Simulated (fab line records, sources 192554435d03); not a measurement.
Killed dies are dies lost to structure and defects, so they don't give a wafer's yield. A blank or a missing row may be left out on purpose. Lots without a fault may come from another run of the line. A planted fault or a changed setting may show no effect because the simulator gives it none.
Chamber matching | flow n5_finfet | N5_BEOL_M0_SAQP_STRIP_86 on rie_diel-03: 4 sister chambers
The step strips in N2/H2. 4 wafers are shown with their chamber, then 9 later ones without.

WAFERS WITH THEIR CHAMBER
wafer  | chamber | throttle_valve_pct (%)
L074.3 | 1       | 19.42
L083.4 | 2       | 18.81
L083.5 | 3       | 18.48
L083.6 | 0       | 19.49

WAFERS WITHOUT THEIR CHAMBER
wafer  | throttle_valve_pct (%)
L089.4 | 18.85
L089.5 | 18.86
L089.6 | 18.52
L090.1 | 19.05
L090.2 | 18.86
L090.3 | 18.51
L091.1 | 19.01
L091.3 | 19.51
L091.6 | 19.03

WHICH CHAMBER EACH WENT THROUGH
wafer  | from the rows above          | in truth
L089.4 | 2                            | 2
L089.5 | 2                            | 2
L089.6 | can't be placed: 3 or 2      | 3
L090.1 | can't be placed: 2 or 1 or 0 | 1
L090.2 | 2                            | 2
L090.3 | 3                            | 3
L091.1 | can't be placed: 2 or 1      | 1
L091.3 | can't be placed: 0 or 1      | 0
L091.6 | can't be placed: 2 or 1 or 0 | 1
Placed correctly: 4 of 9. Can't be placed from these rows: 5 (the true chamber is among the candidates in 5). Placed wrongly: 0.
How it was worked out, from the rows above alone: a wafer's distance from a chamber is the root of the sum, over the readings, of the square of ((its reading less the chamber's mean) divided by the reading's scatter). The wafer belongs to the nearest chamber; if the next one is less than 2 further off, it can't be placed. A chamber's mean is the mean of its shown wafers. The scatter: with one shown wafer a chamber, the root of the mean of the squares of how far each hidden wafer lies from its nearest shown one.
